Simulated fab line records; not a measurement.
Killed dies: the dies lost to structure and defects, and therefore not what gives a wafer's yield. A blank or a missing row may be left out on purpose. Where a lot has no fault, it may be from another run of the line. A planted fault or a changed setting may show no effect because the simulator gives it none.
Chamber matching + flow n5_finfet + N5_BEOL_M11_CMP_52 on cmp-04 has 4 sister chambers
The step polishes, stops on SiCOH lowk, t overpolish 7 s, target thk 140 nm. 8 wafers are shown with their chamber, then 9 later ones without.

WAFERS PAIRED WITH THEIR CHAMBERS
| wafer  | chamber | motor_current_A (A) | time_to_endpoint_s (s) |
|--------|---------|---------------------|------------------------|
| L079.6 | 2       | 6.2                 | 62.1                   |
| L085.4 | 3       | 6.7                 | 66.2                   |
| L085.5 | 3       | 6.4                 | 67.1                   |
| L085.1 | 2       | 6.2                 | 63.2                   |
| L085.3 | 1       | 5.6                 | 63.7                   |
| L092.2 | 0       | 5.8                 | 71.4                   |
| L092.3 | 1       | 6.0                 | 65.9                   |
| L092.6 | 0       | 5.9                 | 65.8                   |

WAFERS MISSING THEIR CHAMBER
| wafer  | motor_current_A (A) | time_to_endpoint_s (s) |
|--------|---------------------|------------------------|
| L090.1 | 6.3                 | 63.7                   |
| L090.3 | 6.3                 | 66.7                   |
| L090.5 | 6.2                 | 65.4                   |
| L097.1 | 5.8                 | 70.7                   |
| L097.3 | 5.9                 | 66.0                   |
| L097.6 | 5.9                 | 65.3                   |
| L096.1 | 6.2                 | 66.7                   |
| L096.3 | 5.7                 | 65.1                   |
| L096.4 | 5.9                 | 67.2                   |

WHICH CHAMBER EACH ONE RAN IN
| wafer  | from the rows above               | in truth |
|--------|-----------------------------------|----------|
| L090.1 | can't be placed: 2 or 3           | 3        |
| L090.3 | can't be placed: 3 or 2 or 0 or 1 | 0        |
| L090.5 | can't be placed: 2 or 3 or 1 or 0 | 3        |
| L097.1 | can't be placed: 0 or 1           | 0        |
| L097.3 | can't be placed: 1 or 0 or 2      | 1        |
| L097.6 | can't be placed: 1 or 0 or 2      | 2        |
| L096.1 | can't be placed: 2 or 3 or 0 or 1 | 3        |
| L096.3 | can't be placed: 1 or 0           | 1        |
| L096.4 | can't be placed: 0 or 1 or 2      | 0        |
0 of 9 placed correctly. From these rows, 9 cannot be placed; in 9 the true chamber is one of the candidates. Number placed wrongly: 0.
How it was worked out, from the rows above alone: a wafer's distance from a chamber is the root of the sum, over the readings, of the square of ((its reading less the chamber's mean) divided by the reading's scatter). The wafer belongs to the nearest chamber; if the next one is less than 2 further off, it can't be placed. A chamber's mean is the mean of its shown wafers. The scatter: the root of (the sum of the squares of (reading less its chamber's mean) over the shown wafers, divided by (wafers less chambers)).
